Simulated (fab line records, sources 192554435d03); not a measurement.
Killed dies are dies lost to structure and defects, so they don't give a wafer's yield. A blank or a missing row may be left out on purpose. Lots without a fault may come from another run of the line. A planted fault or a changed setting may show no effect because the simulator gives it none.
fab line records | flow n5_finfet
record lots=7 wafers=39
route steps=1938 shown FIN_CUT@176 DUMMY_GATE@237 SD_EPI_N@293 GATE_CUT@510
start_h: hours from the record's first day to the start of the lot's first wafer shown | wait_h: hours since the lot's step before | " the same as in the row above | L1.1+2: a row that stands for several wafers | - no value, or no start given | * or withheld: withheld | < > ~ a bound
route shown NAME@n: a module of which the file shows steps, and the number in the route of the first | usual: mean/standard deviation of fault-free wafers | same: alike in all rows | chamber/n: place in a boat | sites: the reading at each site | _std_site: their standard deviation | _edge_site: outer sites' mean less inner sites' | radius_mm: how far each site lies from the wafer's centre | mask NAME#n: copy n | behind: the tool/chamber that last shaped the wafer | hold: why the lot was held/for how many hours/how that ended | device: the transistor (n, p or np) that didn't switch | end of line: the same wafers' tests at the end of the route | a step without rows: its recipe alone | killed: dies lost to structure and defects at the first sort, not the wafer's yield | map: a wafer's dies, x killed, . not, _ none there
set.NAME: the setting as run; set.NAME@STEP: as run at that earlier step | model.NAME: the simulator's own value behind a step, which no gauge read
lots whose settings were changed on purpose; a table a step, a row a wafer
## steps
# step N5_FIN_CUT_CUT_ETCH_15
# recipe chemistry=HBr/Cl2/O2 target=Si target_depth_a=1000 bt_time_s=10 mask_material=SOC time_s=42.4 ion_energy_ev=* bias_w=* pressure_mtorr=10 icp_w=800 HBr_flow_sccm=150 Cl2_flow_sccm=80 O2_flow_sccm=12
# columns lot.wafer tool chamber start_h wait_h set.time_s model.FIN_CUT.feature_depth_nm model.etch.depth_nm model.SOC_of_FIN_CUT_COAT_18.thk_nm
L075.1 rie_si-05 2 33.78 0.1 42.4 103.2 103.1 169
L075.4 " 3 " " 42.4 100.8 100.8 172.2
L075.5 " 2 " " 42.4 103.2 103.2 169.8
L076.1 rie_si-05 0 45.93 0.1 42.4 98.2 98.13 170.8
L076.2 " 3 " " 51.86 122.6 122.6 162.6
L076.3 " 2 " " 42.4 102.8 102.8 168.4
L076.4 " 1 " " 51.86 124.2 124.2 160.4
L076.5 " 3 " " 42.4 100.8 100.8 170.6
L076.6 " 0 " " 51.86 120.8 120.7 162.4
L077.1 rie_si-06 0 46.35 0.1 42.4 102.6 102.6 168.8
L077.2 " 3 " " 42.4 99.2 99.15 169.8
L077.3 " 1 " " 35.56 84 83.96 178.2
L077.4 " 2 " " 42.4 97 97.03 172
L077.5 " 0 " " 35.56 86.2 86.1 174
L077.6 " 3 " " 35.56 82.6 82.56 177.4
L079.1 rie_si-05 0 58.74 0.1 50.83 118.4 118.5 162.8
L079.2 " 3 " " 42.4 100.4 100.3 170.8
L079.3 " 2 " " 50.83 123 123.1 161
L079.4 " 1 " " 50.83 122.4 122.3 162.8
L079.5 " 0 " " 42.4 98.6 98.66 171.6
L079.6 " 3 " " 42.4 100.2 100.2 171
L085.1 rie_si-02 3 96.17 0.1 42.4 102.8 102.9 170.6
L085.2 " 2 " " 42.4 103.8 103.8 169
L085.3 " 0 " " 42.4 99.4 99.4 171.4
L085.4 " 3 " " 42.4 102.2 102.1 170.2
L085.5 " 0 " " 42.4 100 99.92 171.4
L085.6 " 2 " " 42.4 104.4 104.4 169
L091.1 rie_si-06 1 130.21 0.1 42.4 99 98.92 171.6
L091.2 " 2 " " 42.4 96.8 96.75 172.2
L091.3 " 0 " " 42.4 102.2 102.3 168
L091.4 " 3 " " 42.4 98.8 98.75 171
L091.5 " 1 " " 42.4 97.8 97.87 172.2
L091.6 " 0 " " 42.4 103.2 103.2 169.6
L096.1 rie_si-05 1 160.71 0.1 42.4 100.8 100.8 170
L096.2 " 2 " " 37.18 89 89.04 174.2
L096.3 " 0 " " 37.18 86.6 86.63 175.4
L096.4 " 3 " " 37.18 89 88.97 174.6
L096.5 " 3 " " 42.4 100.8 100.7 170.2
L096.6 " 2 " " 42.4 102.6 102.5 169.4
# step N5_DUMMY_GATE_ETCH_37
# recipe chemistry=N2/H2 target=SOC target_depth_a=600 overetch_a=300 temp_c=40 ion_energy_ev=200 pressure_mtorr=30 source_w=840 bias_w=150 n2_flow_sccm=200 h2_flow_sccm=200
# usual rf_vpp_V=524.0/2.7
# columns lot.wafer tool chamber start_h wait_h set.source_w rf_vpp_V model.SiARC_of_DUMMY_GATE_COAT_35.thk_nm
L075.1 rie_diel-06 0 53.84 0.0 840 527.7 5
L075.4 " 2 " " 840 521.4 5.2
L075.5 " 0 " " 840 527.5 5
L076.1 rie_diel-01 3 67.18 0.0 753.8 545.4 5.4
L076.2 " 1 " " 840 526.1 4.8
L076.3 " 2 " " 753.8 543.9 5.2
L076.4 " 0 " " 753.8 540.8 5.2
L076.5 " 0 " " 840 523.0 4.8
L076.6 " 1 " " 840 525.9 4.8
L077.1 rie_diel-06 0 73.58 0.0 840 527.9 4.8
L077.2 " 3 " " 685.6 564.1 5.6
L077.3 " 2 " " 840 522.3 5.2
L077.4 " 1 " " 840 521.3 5
L077.5 " 2 " " 685.6 557.5 5.6
L077.6 " 1 " " 685.6 558.2 5.4
L079.1 rie_diel-06 0 81.39 0.0 840 527.7 5
L079.2 " 2 " " 951.2 501.9 4.8
L079.3 " 1 " " 840 520.8 5
L079.4 " 3 " " 951.2 505.8 4.8
L079.5 " 1 " " 951.2 500.8 4.6
L079.6 " 2 " " 840 522.9 5.2
L085.1 rie_diel-06 1 114.50 0.0 840 519.3 5
L085.2 " 2 " " 840 521.1 5.2
L085.3 " 0 " " 840 527.5 5
L085.4 " 3 " " 952.2 508.0 4.8
L085.5 " 3 " " 952.2 505.5 4.8
L085.6 " 0 " " 952.2 504.4 4.6
L091.1 rie_diel-05 1 149.04 0.0 840 521.0 5
L091.2 " 2 " " 679.9 560.5 6
L091.3 " 0 " " 679.9 561.5 5.8
L091.4 " 3 " " 840 521.8 4.8
L091.5 " 3 " " 840 520.8 4.6
L091.6 " 0 " " 679.9 562.3 5.8
L096.1 rie_diel-05 0 181.45 0.0 840 525.0 5.2
L096.2 " 1 " " 728 547.1 5.4
L096.3 " 3 " " 728 546.8 5.2
L096.4 " 3 " " 840 522.4 4.8
L096.5 " 1 " " 840 521.6 5
L096.6 " 0 " " 728 548.0 5.6
# step N5_SD_EPI_N_LINER_46
# recipe material=SiNx target_thk_a=30 temp_c=400 ald_precursor_family=SiH2I2 ald_co_reactant=N2/H2-plasma pressure_torr=2
# columns lot.wafer tool chamber start_h wait_h set.target_thk_a model.SiNx_of_SD_EPI_N_LINER_46.thk_nm
L075.1+4+5 ald_sin-03 0,1,2 60.02 0.2 30 3
L076.1+5+6 ald_sin-04 1,2,1 74.03 0.2 30 3
L076.2+3+4 " 0,2,3 " " 31.99 3.2
L077.1+2+3+4+5+6 ald_sin-03 2,0,1,2,1,0 80.12 0.2 30 3
L079.1+2+5 ald_sin-03 1,0,2 88.65 0.5 34.26 3.4
L079.3+4+6 " 2,3,1 " " 30 3
L085.1+5 ald_sin-04 3 121.52 0.4 31.29 3.2
L085.2 " 2 " " 31.29 3
L085.3+4+6 " 1,2,1 " " 30 3
L091.1+2+6 ald_sin-04 3,1,3 156.79 0.5 30 3
L091.3+4+5 " 2,1,2 " " 28.28 2.8
L096.1+2+3+4+5+6 ald_sin-01 1,2,0,3,3,0 188.51 0.3 30 3
# step N5_GATE_CUT_ALD_22
# recipe material=SiNx target_thk_a=160 temp_c=400 ald_precursor_family=SiH2I2 ald_co_reactant=N2/H2-plasma pulse_time_s=1 ald_cycles=320 purge_time_s=2 co_reactant_purge_time_s=2 pressure_torr=2
# columns lot.wafer tool chamber start_h wait_h set.ald_cycles model.SiNx_of_GATE_CUT_ALD_22.thk_nm
L075.1+4+5 ald_sin-03 3,1,2 92.33 0.7 320 16
L076.1+4 ald_sin-03 3,0 107.00 0.0 320 16
L076.2+3+6 " 2,1,1 " " 348 17.4
L076.5 " 2 " " 320 16.2
L077.1+5 ald_sin-02 2,1 112.53 0.0 320 16.2
L077.2+3 " 3,0 " " 341 17
L077.4 " 1 " " 320 16
L077.6 " 0 " " 341 17.2
L079.1 ald_sin-03 2 121.16 0.0 320 16.2
L079.2+4 " 3 " " 269 13.4
L079.3+5 " 0 " " 320 16
L079.6 " 2 " " 269 13.6
L085.1+2+3 ald_sin-01 3,2,1 153.65 0.0 320 16
L085.4+5+6 " 0,1,2 " " 320 16.2
L091.1+3 ald_sin-01 0,3 189.89 0.7 320 16.2
L091.2 " 2 " " 320 16
L091.4+5 " 1,0 " " 340 17.2
L091.6 " 3 " " 340 17
L096.1+2+4+5+6 ald_sin-02 3,2,1,2,3 222.20 0.4 320 16
L096.3 " 0 " " 320 16.2
## key
split step=N5_FIN_CUT_CUT_ETCH_15 setting=time_s stated=42.4 by=wafer
response step=N5_FIN_CUT_CUT_ETCH_15 reading=model.FIN_CUT.feature_depth_nm change=+1.02 per=1% r=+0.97
response step=N5_FIN_CUT_CUT_ETCH_15 reading=model.etch.depth_nm change=+1.02 per=1% r=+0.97
response step=N5_FIN_CUT_CUT_ETCH_15 reading=model.SOC_of_FIN_CUT_COAT_18.thk_nm change=-0.399 per=1% r=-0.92
split step=N5_DUMMY_GATE_ETCH_37 setting=source_w stated=840 by=wafer
response step=N5_DUMMY_GATE_ETCH_37 reading=rf_vpp_V change=-1.83 per=1% r=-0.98
response step=N5_DUMMY_GATE_ETCH_37 reading=model.SiARC_of_DUMMY_GATE_COAT_35.thk_nm change=-0.0367 per=1% r=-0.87
split step=N5_SD_EPI_N_LINER_46 setting=target_thk_a stated=30 by=wafer
response step=N5_SD_EPI_N_LINER_46 reading=model.SiNx_of_SD_EPI_N_LINER_46.thk_nm change=+0.0294 per=1% r=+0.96
split step=N5_GATE_CUT_ALD_22 setting=ald_cycles stated=320 by=wafer
response step=N5_GATE_CUT_ALD_22 reading=model.SiNx_of_GATE_CUT_ALD_22.thk_nm change=+0.159 per=1% r=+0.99
